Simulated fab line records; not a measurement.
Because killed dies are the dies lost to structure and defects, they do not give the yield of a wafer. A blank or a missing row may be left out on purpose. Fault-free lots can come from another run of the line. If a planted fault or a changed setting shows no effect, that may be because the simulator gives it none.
fab line records	flow n5Finfet
[record] lots = 24	wafers = 72	lastDay = 18
route steps=1938 shown BEOL_M11@1588 BEOL_M12@1637 BEOL_M13@1669
lots with no fault: from the same line, run without faults
startH: start of the lot's first displayed wafer, in hours after the record's first day	waitH: hours elapsed since this lot's preceding step	" same as the row above	L1.1+2: a row that stands for several wafers	- no value present, or no start provided	* or withheld: withheld	< > ~ a bound
route shown NAME@n: a module of which the file shows steps, and the number in the route of the first	usual: the fault-free wafers' mean and standard deviation	same: alike in all rows	chamber/n: place in a boat	sites: per-site readings	_std_site: the standard deviation of these	_edge_site: mean of outer sites minus mean of inner sites	radiusMm: how far each site lies from the wafer's centre	mask NAME#n: copy n	behind: the last tool/chamber to shape the wafer	hold: what put the lot on hold/how long, in hours/how the hold closed	device: transistor that didn't switch, given as n, p or np	end of line: at the end of the route, the tests of the same wafers	a step given without rows: its recipe and nothing more	killed: the dies lost at the first sort to structure and to defects; this is not the yield of the wafer	map: per-die view of a wafer (x killed, . not killed, _ where there is no die)
set.NAME: the setting that was run; set.NAME@STEP: the one run at that earlier step	model.NAME: the simulator's own value behind a step, which no gauge read
a sample of lots followed through the steps of the route, with each step as a table and each wafer as a row
services: the hour from which a tool's chamber was out of use, counted from the record's first day as startH (under 0 if before that day), plus the number of hours and why
[[steps]]
[step N5_BEOL_M11_DEGAS_44]
[recipe] ambient = vacuum	tempC = 250	timeS = 60
[usual] heaterPowerW = 331/25
lot.wafer	tool	chamber	startH	waitH	heaterPowerW
L074.1	pvdSputter-02	-	224.40	0.4	310
L074.3	"	-	"	"	315
L074.4	"	-	"	"	349
L075.1	pvdSputter-03	-	238.67	0.5	333
L075.4	"	-	"	"	301
L075.6	"	-	"	"	319
L077.3	pvdSputter-01	-	245.99	0.4	332
L077.5	"	-	"	"	314
L077.6	"	-	"	"	371
L076.4	pvdSputter-02	-	261.39	1.8	356
L076.5	"	-	"	"	313
L076.6	"	-	"	"	316
L078.1	pvdSputter-03	-	268.08	0.5	384
L078.2	"	-	"	"	304
L078.3	"	-	"	"	311
L079.2	pvdSputter-01	-	278.48	0.2	317
L079.4	"	-	"	"	325
L079.5	"	-	"	"	327
L080.1	pvdSputter-01	-	294.27	0.5	307
L080.4	"	-	"	"	312
L080.5	"	-	"	"	321
L081.1	pvdSputter-01	-	294.59	0.4	375
L081.2	"	-	"	"	304
L081.6	"	-	"	"	311
L082.1	pvdSputter-01	-	294.71	0.4	322
L082.3	"	-	"	"	308
L082.4	"	-	"	"	375
L084.1	pvdSputter-03	-	302.24	0.5	326
L084.2	"	-	"	"	319
L084.5	"	-	"	"	319
L083.3	pvdSputter-01	-	307.09	0.2	309
L083.5	"	-	"	"	311
L083.6	"	-	"	"	388
L085.2	pvdSputter-02	-	310.18	0.4	336
L085.4	"	-	"	"	344
L085.6	"	-	"	"	349
L086.3	pvdSputter-02	-	310.26	0.3	332
L086.4	"	-	"	"	318
L086.6	"	-	"	"	351
L088.2	pvdSputter-01	-	319.82	0.8	302
L088.4	"	-	"	"	311
L088.6	"	-	"	"	370
L087.2	pvdSputter-02	-	320.67	0.2	348
L087.4	"	-	"	"	339
L087.6	"	-	"	"	340
L090.2	pvdSputter-02	-	329.85	0.6	332
L090.3	"	-	"	"	358
L090.5	"	-	"	"	325
L089.1	pvdSputter-03	-	338.82	0.3	319
L089.3	"	-	"	"	379
L089.6	"	-	"	"	379
L091.3	pvdSputter-02	-	345.16	0.3	340
L091.4	"	-	"	"	342
L091.6	"	-	"	"	348
L092.2	pvdSputter-03	-	349.57	2.1	315
L092.3	"	-	"	"	375
L092.5	"	-	"	"	297
L093.2	pvdSputter-03	-	356.35	0.3	308
L093.5	"	-	"	"	380
L093.6	"	-	"	"	306
L094.2	pvdSputter-03	-	360.31	1.7	320
L094.4	"	-	"	"	378
L094.5	"	-	"	"	293
L095.1	pvdSputter-02	-	372.67	0.5	326
L095.2	"	-	"	"	359
L095.3	"	-	"	"	343
L096.3	pvdSputter-02	-	376.27	0.3	312
L096.5	"	-	"	"	332
L096.6	"	-	"	"	314
L097.1	pvdSputter-03	-	379.42	0.7	294
L097.3	"	-	"	"	315
L097.4	"	-	"	"	305
[step N5_BEOL_M11_RS_MEAS_57]
[recipe] thkMeasGauge = four-point-probe	reads = Cu_of_BEOL_M11_ECD_50+Co_of_BEOL_M11_CVD_75+TaN_of_BEOL_M11_ALD_74
[usual] M11_RS = 0.153/0.004
lot.wafer	tool	chamber	startH	waitH	M11_RS[ohm/sq]
L074.1	filmMetro-02	-	227.34	0.0	0.153
L074.3	"	-	"	"	0.157
L074.4	"	-	"	"	0.152
L075.1	filmMetro-02	-	240.46	0.0	0.154
L075.4	"	-	"	"	0.157
L075.6	"	-	"	"	0.152
L077.3	filmMetro-02	-	249.46	0.0	0.154
L077.5	"	-	"	"	0.150
L077.6	"	-	"	"	0.150
L076.4	filmMetro-02	-	263.25	0.1	0.153
L076.5	"	-	"	"	0.157
L076.6	"	-	"	"	0.156
L078.1	filmMetro-02	-	270.41	0.1	0.155
L078.2	"	-	"	"	0.154
L078.3	"	-	"	"	0.148
L079.2	filmMetro-01	-	281.25	0.0	0.155
L079.4	"	-	"	"	0.159
L079.5	"	-	"	"	0.150
L080.1	filmMetro-01	-	295.92	0.0	0.156
L080.4	"	-	"	"	0.149
L080.5	"	-	"	"	0.158
L081.1	filmMetro-02	-	296.24	0.0	0.152
L081.2	"	-	"	"	0.147
L081.6	"	-	"	"	0.152
L082.1	filmMetro-02	-	297.18	0.1	0.147
L082.3	"	-	"	"	0.154
L082.4	"	-	"	"	0.146
L084.1	filmMetro-01	-	304.29	0.0	0.157
L084.2	"	-	"	"	0.146
L084.5	"	-	"	"	0.155
L083.3	filmMetro-02	-	310.26	0.0	0.150
L083.5	"	-	"	"	0.151
L083.6	"	-	"	"	0.145
L085.2	filmMetro-01	-	311.75	0.0	0.150
L085.4	"	-	"	"	0.157
L085.6	"	-	"	"	0.153
L086.3	filmMetro-02	-	312.02	0.0	0.146
L086.4	"	-	"	"	0.154
L086.6	"	-	"	"	0.148
L088.2	filmMetro-01	-	323.00	0.0	0.146
L088.4	"	-	"	"	0.149
L088.6	"	-	"	"	0.147
L087.2	filmMetro-02	-	323.94	0.0	0.158
L087.4	"	-	"	"	0.158
L087.6	"	-	"	"	0.149
L090.2	filmMetro-02	-	332.25	0.0	0.155
L090.3	"	-	"	"	0.155
L090.5	"	-	"	"	0.146
L089.1	filmMetro-02	-	341.04	0.0	0.157
L089.3	"	-	"	"	0.148
L089.6	"	-	"	"	0.149
L091.3	filmMetro-01	-	347.18	0.0	0.155
L091.4	"	-	"	"	0.152
L091.6	"	-	"	"	0.155
L092.2	filmMetro-02	-	351.16	0.0	0.154
L092.3	"	-	"	"	0.146
L092.5	"	-	"	"	0.146
L093.2	filmMetro-01	-	357.88	0.0	0.152
L093.5	"	-	"	"	0.150
L093.6	"	-	"	"	0.152
L094.2	filmMetro-02	-	363.60	0.0	0.157
L094.4	"	-	"	"	0.153
L094.5	"	-	"	"	0.156
L095.1	filmMetro-01	-	375.88	0.0	0.155
L095.2	"	-	"	"	0.158
L095.3	"	-	"	"	0.153
L096.3	filmMetro-02	-	378.46	0.0	0.147
L096.5	"	-	"	"	0.154
L096.6	"	-	"	"	0.152
L097.1	filmMetro-02	-	381.63	0.0	0.146
L097.3	"	-	"	"	0.155
L097.4	"	-	"	"	0.152
[step N5_BEOL_M12_ETCH_68]
[recipe] chemistry = N2/H2	target = SOC	maskMaterial = SiARC	sourceW = 3000	biasW = 350	tempC = 40	timeS = 285	ionEnergyEv = 200	pressureMtorr = 30	n2FlowSccm = 200	h2FlowSccm = 200
[usual] chamberPressureMTorr = 30.00/0.031	drypumpMotorCurrentA = 5.7/0.41	h2FlowSccm = 199.9/0.58	oesProductAu = 0.81/0.075	rfVppV = 523.3/2.4	showerheadPlenumPTorr = 2.53/0.084	throttleValvePct = 17.70/0.13
lot.wafer	tool	chamber	startH	waitH	chamberPressureMTorr	drypumpMotorCurrentA	h2FlowSccm	oesProductAu	rfHoursCounterH	rfVppV	showerheadPlenumPTorr	throttleValvePct
L074.1	rieDiel-01	3	229.14	0.1	30.02	6.1	200.4	1.00	1	522.9	2.51	17.59
L074.3	"	2	"	"	30.00	5.5	200.6	0.83	74	520.5	2.46	17.46
L074.4	"	0	"	"	29.98	5.2	200.6	0.80	-	527.7	2.67	17.76
L075.1	rieDiel-04	0	242.25	0.1	30.03	5.9	199.4	0.78	145	520.6	2.44	17.59
L075.4	"	2	"	"	30.03	6.0	198.9	0.70	211	523.4	2.52	17.59
L075.6	"	2	"	"	29.98	6.0	200.4	0.70	-	522.4	2.52	17.57
L077.3	rieDiel-04	1	251.14	0.1	30.04	5.8	199.8	0.92	14	526.6	2.61	17.80
L077.5	"	3	"	"	30.03	5.1	200.3	0.81	-	520.2	2.45	17.82
L077.6	"	0	"	"	30.04	6.0	199.2	0.77	-	519.0	2.44	17.60
L076.4	rieDiel-04	0	265.12	0.1	29.99	5.9	200.1	0.78	152	521.2	2.44	17.60
L076.5	"	2	"	"	30.01	6.0	200.1	0.69	-	523.4	2.52	17.59
L076.6	"	1	"	"	29.98	5.8	200.5	0.92	-	525.6	2.61	17.82
L078.1	rieDiel-06	2	272.22	0.1	30.02	5.8	199.6	0.82	94	525.5	2.57	17.63
L078.2	"	0	"	"	30.05	5.2	199.6	0.70	236	525.6	2.61	17.55
L078.3	"	3	"	"	29.99	5.0	199.8	0.84	79	521.2	2.47	17.80
L079.2	rieDiel-01	1	283.41	0.1	30.10	5.3	199.2	0.92	12	520.9	2.48	17.70
L079.4	"	0	"	"	29.96	5.2	199.6	0.80	114	525.7	2.66	17.79
L079.5	"	1	"	"	29.99	5.4	199.8	0.92	-	521.4	2.48	17.70
L080.1	rieDiel-04	3	297.91	0.1	29.95	5.1	199.0	0.79	127	521.6	2.45	17.83
L080.4	"	2	"	"	30.05	6.0	199.8	0.68	229	522.8	2.51	17.60
L080.5	"	2	"	"	29.92	6.0	200.9	0.67	-	522.4	2.51	17.60
L081.1	rieDiel-04	0	298.40	0.1	29.97	5.9	200.2	0.75	162	520.3	2.44	17.61
L081.2	"	1	"	"	29.95	5.9	199.2	0.87	29	525.3	2.61	17.82
L081.6	"	2	"	"	30.04	6.0	200.5	0.67	-	522.2	2.51	17.60
L082.1	rieDiel-04	3	299.05	0.1	30.07	5.1	199.4	0.79	127	521.4	2.45	17.83
L082.3	"	2	"	"	30.00	6.0	199.9	0.68	230	523.4	2.51	17.62
L082.4	"	0	"	"	30.01	6.0	199.2	0.75	162	519.8	2.44	17.63
L084.1	rieDiel-06	0	306.37	0.1	30.02	5.2	200.5	0.68	248	525.9	2.60	17.58
L084.2	"	1	"	"	29.99	6.4	199.1	0.83	67	528.6	2.69	17.67
L084.5	"	3	"	"	29.97	5.1	199.9	0.83	-	522.6	2.46	17.84
L083.3	rieDiel-01	3	312.03	0.1	30.04	6.1	199.1	0.91	31	522.7	2.50	17.64
L083.5	"	3	"	"	29.96	6.1	199.5	0.91	-	522.2	2.50	17.63
L083.6	"	0	"	"	30.05	5.2	200.4	0.77	-	527.4	2.66	17.83
L085.2	rieDiel-01	3	313.67	0.1	29.99	6.2	200.6	0.91	32	522.1	2.50	17.64
L085.4	"	1	"	"	30.01	5.3	200.3	0.89	23	522.3	2.48	17.72
L085.6	"	1	"	"	29.97	5.3	200.5	0.89	-	522.3	2.48	17.72
L086.3	rieDiel-06	2	313.91	0.1	30.00	5.8	199.1	0.80	109	523.7	2.56	17.66
L086.4	"	2	"	"	29.99	5.8	200.3	0.80	-	522.9	2.56	17.67
L086.6	"	1	"	"	29.99	6.3	199.8	0.82	-	526.0	2.69	17.66
L088.2	rieDiel-06	3	324.98	0.1	29.99	5.1	199.5	0.81	100	522.3	2.46	17.85
L088.4	"	3	"	"	29.97	5.1	200.1	0.81	-	522.1	2.46	17.85
L088.6	"	1	"	"	29.99	6.4	199.1	0.82	-	527.7	2.69	17.70
L087.2	rieDiel-06	1	325.62	0.1	29.99	6.3	199.9	0.81	77	526.1	2.69	17.69
L087.4	"	1	"	"	29.99	6.3	199.6	0.81	-	526.0	2.69	17.68
L087.6	"	3	"	"	30.00	5.1	199.2	0.81	-	521.3	2.46	17.87
L090.2	rieDiel-01	1	334.05	0.1	29.96	5.3	199.9	0.87	30	522.7	2.48	17.73
L090.3	"	2	"	"	29.96	5.6	200.0	0.79	113	521.5	2.44	17.51
L090.5	"	0	"	"	29.99	5.2	200.9	0.76	-	527.7	2.65	17.83
L089.1	rieDiel-04	2	343.09	0.1	30.05	6.0	201.4	0.66	246	521.8	2.50	17.65
L089.3	"	3	"	"	30.00	5.1	201.1	0.78	143	521.3	2.44	17.87
L089.6	"	3	"	"	30.04	5.1	200.6	0.79	-	519.4	2.44	17.87
L091.3	rieDiel-04	2	349.11	0.1	30.01	6.0	199.3	0.66	248	523.8	2.50	17.63
L091.4	"	0	"	"	30.02	5.9	199.9	0.74	179	521.2	2.43	17.65
L091.6	"	1	"	"	30.01	5.8	199.6	0.87	-	525.4	2.60	17.86
L092.2	rieDiel-04	2	352.83	0.1	30.01	6.0	198.6	0.66	250	523.6	2.50	17.64
L092.3	"	3	"	"	30.00	5.2	199.3	0.77	147	522.3	2.44	17.88
L092.5	"	2	"	"	30.01	6.0	198.8	0.66	-	523.5	2.50	17.66
L093.2	rieDiel-01	2	359.68	0.1	29.97	5.6	198.6	0.79	120	519.4	2.44	17.54
L093.5	"	0	"	"	30.02	5.2	200.4	0.76	-	524.8	2.65	17.85
L093.6	"	1	"	"	30.02	5.3	199.1	0.86	-	522.3	2.47	17.76
L094.2	rieDiel-01	3	367.70	0.1	30.02	6.1	199.6	0.89	51	523.6	2.49	17.67
L094.4	"	0	"	"	30.00	5.2	199.4	0.76	145	527.2	2.65	17.84
L094.5	"	3	"	"	29.96	6.1	199.4	0.89	-	520.0	2.49	17.68
L095.1	rieDiel-04	2	378.02	0.1	29.98	6.0	199.5	0.95	4	521.4	2.50	17.33
L095.2	"	1	"	"	30.06	5.9	200.0	0.84	59	524.2	2.60	17.87
L095.3	"	3	"	"	30.00	5.2	200.5	0.77	159	520.8	2.43	17.90
L096.3	rieDiel-01	2	380.30	0.1	29.98	5.6	199.4	0.78	126	521.7	2.44	17.55
L096.5	"	1	"	"	29.92	5.4	200.7	0.86	-	521.9	2.47	17.75
L096.6	"	2	"	"	30.05	5.6	200.7	0.79	-	519.7	2.44	17.57
L097.1	rieDiel-06	1	383.45	0.1	29.98	6.4	200.1	0.80	96	527.8	2.68	17.73
L097.3	"	2	"	"	29.97	5.8	200.2	0.78	136	525.2	2.55	17.71
L097.4	"	0	"	"	29.98	5.2	200.2	0.95	17	524.7	2.59	17.27
[step N5_BEOL_M12_SPUTTER_43]
[recipe] material = TaN	targetThkA = 150	tempC = 50	biasV = 168.6	powerW = 15000	chamberPressurePa = 0.12	timeS = 24.19
[usual] cathodeDcPowerW = 15000/3	substrateTempC = 50.01/0.11	throttleValvePct = 29.9/0.94
lot.wafer	tool	chamber	startH	waitH	cathodeDcPowerW	substrateTempC	throttleValvePct
L074.1	pvdSputter-02	-	231.90	0.0	15003	49.93	29.3
L074.3	"	-	"	"	15002	49.99	30.3
L074.4	"	-	"	"	14997	49.90	31.5
L075.1	pvdSputter-02	-	245.48	0.0	15003	49.98	29.8
L075.4	"	-	"	"	14995	50.00	31.3
L075.6	"	-	"	"	14998	50.02	28.7
L077.3	pvdSputter-02	-	254.40	0.0	15000	50.10	29.5
L077.5	"	-	"	"	14999	50.13	29.1
L077.6	"	-	"	"	15008	49.80	30.1
L076.4	pvdSputter-03	-	266.74	0.0	14998	49.98	31.1
L076.5	"	-	"	"	15002	50.06	31.3
L076.6	"	-	"	"	15000	49.99	30.2
L078.1	pvdSputter-02	-	274.98	0.0	14999	49.95	30.0
L078.2	"	-	"	"	15000	49.93	30.1
L078.3	"	-	"	"	15005	49.98	29.0
L079.2	pvdSputter-02	-	286.36	0.0	14998	50.05	31.6
L079.4	"	-	"	"	14999	50.16	29.6
L079.5	"	-	"	"	15001	49.84	28.9
L080.1	pvdSputter-02	-	298.65	0.0	15000	50.19	31.5
L080.4	"	-	"	"	14996	50.24	29.8
L080.5	"	-	"	"	15004	49.92	29.8
L081.1	pvdSputter-02	-	301.23	0.0	14999	50.15	29.0
L081.2	"	-	"	"	14998	50.15	29.9
L081.6	"	-	"	"	14997	50.02	29.4
L082.1	pvdSputter-01	-	302.55	0.0	14999	49.97	30.7
L082.3	"	-	"	"	14997	50.08	29.2
L082.4	"	-	"	"	15000	50.00	29.9
L084.1	pvdSputter-01	-	307.29	0.0	14994	49.85	30.4
L084.2	"	-	"	"	15003	49.99	28.9
L084.5	"	-	"	"	14993	50.28	30.0
L083.3	pvdSputter-01	-	313.24	0.0	15001	49.91	29.1
L083.5	"	-	"	"	15006	49.84	30.0
L083.6	"	-	"	"	15004	49.90	30.5
L085.2	pvdSputter-02	-	315.89	0.0	14994	49.91	29.2
L085.4	"	-	"	"	15000	50.00	30.3
L085.6	"	-	"	"	14998	49.91	31.6
L086.3	pvdSputter-01	-	315.90	0.0	15001	49.93	29.0
L086.4	"	-	"	"	14995	50.08	30.3
L086.6	"	-	"	"	15003	50.08	30.0
L088.2	pvdSputter-02	-	330.85	0.0	15000	50.04	30.1
L088.4	"	-	"	"	15003	49.95	31.6
L088.6	"	-	"	"	14997	50.09	29.1
L087.2	pvdSputter-03	-	332.89	0.0	14998	50.09	29.6
L087.4	"	-	"	"	14997	50.15	30.1
L087.6	"	-	"	"	15001	50.03	31.2
L090.2	pvdSputter-03	-	340.34	0.0	14999	50.01	31.4
L090.3	"	-	"	"	14994	50.23	27.6
L090.5	"	-	"	"	15001	50.07	31.1
L089.1	pvdSputter-02	-	346.12	0.0	15000	50.13	30.2
L089.3	"	-	"	"	15007	50.09	31.5
L089.6	"	-	"	"	15001	49.88	30.0
L091.3	pvdSputter-01	-	350.36	0.0	15001	50.10	30.0
L091.4	"	-	"	"	14994	50.30	29.2
L091.6	"	-	"	"	14999	50.12	30.0
L092.2	pvdSputter-03	-	353.73	0.0	14997	49.91	29.5
L092.3	"	-	"	"	15003	50.04	27.6
L092.5	"	-	"	"	14999	49.98	29.8
L093.2	pvdSputter-01	-	362.96	0.0	15004	50.11	30.5
L093.5	"	-	"	"	14994	49.99	30.6
L093.6	"	-	"	"	15003	49.90	29.9
L094.2	pvdSputter-03	-	369.60	0.0	15003	49.92	31.3
L094.4	"	-	"	"	14998	50.07	27.6
L094.5	"	-	"	"	15004	49.95	29.6
L095.1	pvdSputter-03	-	378.98	0.0	15000	49.82	31.5
L095.2	"	-	"	"	15006	50.06	29.4
L095.3	"	-	"	"	15003	50.02	30.3
L096.3	pvdSputter-01	-	382.00	0.0	14998	50.03	29.0
L096.5	"	-	"	"	15002	50.02	30.5
L096.6	"	-	"	"	15004	49.97	30.0
L097.1	pvdSputter-02	-	385.35	0.0	15002	49.87	30.4
L097.3	"	-	"	"	15000	49.91	29.8
L097.4	"	-	"	"	15003	49.90	28.8
[step N5_BEOL_M12_THK_MEAS_50]
[recipe] thkMeasGauge = xrf	reads = Cu_of_BEOL_M12_ECD_47
[usual] M12_THK = 326/7.6
lot.wafer	tool	chamber	startH	waitH	M12_THK[nm]
L074.1	filmMetro-02	-	233.04	-	330
L074.3	"	-	"	"	324
L074.4	"	-	"	"	329
L075.1	filmMetro-01	-	246.63	-	324
L075.4	"	-	"	"	314
L075.6	"	-	"	"	314
L077.3	filmMetro-01	-	255.79	-	336
L077.5	"	-	"	"	322
L077.6	"	-	"	"	318
L076.4	filmMetro-01	-	267.77	-	320
L076.5	"	-	"	"	312
L076.6	"	-	"	"	338
L078.1	filmMetro-02	-	276.00	-	330
L078.2	"	-	"	"	325
L078.3	"	-	"	"	337
L079.2	filmMetro-01	-	287.39	-	328
L079.4	"	-	"	"	332
L079.5	"	-	"	"	328
L080.1	filmMetro-01	-	300.31	-	324
L080.4	"	-	"	"	312
L080.5	"	-	"	"	314
L081.1	filmMetro-02	-	302.24	-	323
L081.2	"	-	"	"	332
L081.6	"	-	"	"	310
L082.1	filmMetro-01	-	303.57	-	324
L082.3	"	-	"	"	314
L082.4	"	-	"	"	324
L084.1	filmMetro-02	-	308.31	-	322
L084.2	"	-	"	"	319
L084.5	"	-	"	"	331
L083.3	filmMetro-02	-	315.66	-	325
L083.5	"	-	"	"	325
L083.6	"	-	"	"	320
L085.2	filmMetro-01	-	316.90	-	325
L085.4	"	-	"	"	321
L085.6	"	-	"	"	319
L086.3	filmMetro-02	-	317.03	-	331
L086.4	"	-	"	"	331
L086.6	"	-	"	"	323
L088.2	filmMetro-02	-	332.47	-	334
L088.4	"	-	"	"	334
L088.6	"	-	"	"	322
L087.2	filmMetro-01	-	334.77	-	315
L087.4	"	-	"	"	317
L087.6	"	-	"	"	326
L090.2	filmMetro-02	-	341.58	-	323
L090.3	"	-	"	"	322
L090.5	"	-	"	"	326
L089.1	filmMetro-01	-	347.27	-	313
L089.3	"	-	"	"	325
L089.6	"	-	"	"	324
L091.3	filmMetro-01	-	351.38	-	317
L091.4	"	-	"	"	324
L091.6	"	-	"	"	344
L092.2	filmMetro-01	-	354.75	-	314
L092.3	"	-	"	"	321
L092.5	"	-	"	"	311
L093.2	filmMetro-01	-	363.99	-	329
L093.5	"	-	"	"	332
L093.6	"	-	"	"	326
L094.2	filmMetro-01	-	370.61	-	339
L094.4	"	-	"	"	335
L094.5	"	-	"	"	336
L095.1	filmMetro-02	-	379.99	-	324
L095.2	"	-	"	"	334
L095.3	"	-	"	"	323
L096.3	filmMetro-02	-	383.01	-	320
L096.5	"	-	"	"	326
L096.6	"	-	"	"	327
L097.1	filmMetro-01	-	386.36	-	323
L097.3	"	-	"	"	331
L097.4	"	-	"	"	334
[step N5_BEOL_M13_CD_MEAS_10]
[recipe] targetCdNm = 190	landingEnergyEv = 500	detector = seInlens	polarity = opening
[usual] cdNm = 190.6/1.7
lot.wafer	tool	chamber	startH	waitH	cdNm
L074.1	cdSem-02	0	233.81	-	190.1
L074.3	"	0	"	"	190.5
L074.4	"	0	"	"	192.2
L075.1	cdSem-02	0	247.40	-	189.8
L075.4	"	0	"	"	193.3
L075.6	"	0	"	"	189.9
L077.3	cdSem-03	0	256.57	-	189.7
L077.5	"	0	"	"	189.8
L077.6	"	0	"	"	189.9
L076.4	cdSem-03	0	268.65	-	191.4
L076.5	"	0	"	"	188.9
L076.6	"	0	"	"	189.1
L078.1	cdSem-01	0	276.76	-	188.4
L078.2	"	0	"	"	189.4
L078.3	"	0	"	"	188.9
L079.2	cdSem-01	0	288.04	-	187.5
L079.4	"	0	"	"	188.4
L079.5	"	0	"	"	189.7
L080.1	cdSem-03	0	301.11	-	190.4
L080.4	"	0	"	"	192.1
L080.5	"	0	"	"	188.1
L081.1	cdSem-02	0	303.04	-	191.4
L081.2	"	0	"	"	190.4
L081.6	"	0	"	"	190.5
L082.1	cdSem-02	0	304.30	-	187.5
L082.3	"	0	"	"	191.2
L082.4	"	0	"	"	192.0
L084.1	cdSem-03	0	309.07	-	195.3
L084.2	"	0	"	"	192.2
L084.5	"	0	"	"	195.4
L083.3	cdSem-01	0	316.31	-	191.4
L083.5	"	0	"	"	190.2
L083.6	"	0	"	"	191.7
L085.2	cdSem-03	0	317.55	-	193.5
L085.4	"	0	"	"	194.0
L085.6	"	0	"	"	189.7
L086.3	cdSem-01	0	317.79	-	190.0
L086.4	"	0	"	"	190.2
L086.6	"	0	"	"	189.8
L088.2	cdSem-01	0	333.24	-	189.9
L088.4	"	0	"	"	190.5
L088.6	"	0	"	"	190.4
L087.2	cdSem-02	0	335.42	-	194.5
L087.4	"	0	"	"	190.9
L087.6	"	0	"	"	194.0
L090.2	cdSem-03	0	342.35	-	191.9
L090.3	"	0	"	"	190.8
L090.5	"	0	"	"	191.0
L089.1	cdSem-03	0	347.91	-	190.5
L089.3	"	0	"	"	191.2
L089.6	"	0	"	"	191.5
L091.3	cdSem-03	0	352.02	-	190.4
L091.4	"	0	"	"	189.3
L091.6	"	0	"	"	190.4
L092.2	cdSem-02	0	355.39	-	189.9
L092.3	"	0	"	"	189.4
L092.5	"	0	"	"	190.4
L093.2	cdSem-03	0	364.76	-	191.4
L093.5	"	0	"	"	189.9
L093.6	"	0	"	"	194.0
L094.2	cdSem-02	0	371.38	-	187.0
L094.4	"	0	"	"	186.6
L094.5	"	0	"	"	190.3
L095.1	cdSem-01	0	380.76	-	191.3
L095.2	"	0	"	"	189.5
L095.3	"	0	"	"	191.9
L096.3	cdSem-01	0	383.65	-	191.5
L096.5	"	0	"	"	190.6
L096.6	"	0	"	"	189.8
L097.1	cdSem-01	0	387.00	-	190.2
L097.3	"	0	"	"	190.6
L097.4	"	0	"	"	191.5
[[services]]
tool	chamber	startH	hours	kind
rieDiel-01	3	205.59	-	clean
rieDiel-01	3	205.59	-	consumableReplace:focusRing
rieDiel-01	3	205.59	19.6	scheduledDown
rieDiel-01	3	205.59	19.6	ventCycle
rieDiel-06	-	221.57	2.8	pm
rieDiel-01	1	225.32	-	clean
rieDiel-01	1	225.32	-	consumableReplace:focusRing
rieDiel-01	1	225.32	22.4	scheduledDown
rieDiel-01	1	225.32	22.4	ventCycle
rieDiel-06	-	256.88	0.1	repair
rieDiel-01	-	284.58	0.4	repair
rieDiel-06	0	311.12	-	clean
rieDiel-06	0	311.12	-	consumableReplace:esc
rieDiel-06	0	311.12	-	consumableReplace:focusRing
rieDiel-06	0	311.12	22.7	scheduledDown
rieDiel-06	0	311.12	22.7	ventCycle
rieDiel-01	2	337.34	4.5	repair
pvdSputter-01	-	350.73	6.6	repair
rieDiel-04	2	353.14	-	clean
rieDiel-04	2	353.14	-	consumableReplace:focusRing
[[key]]
fault none
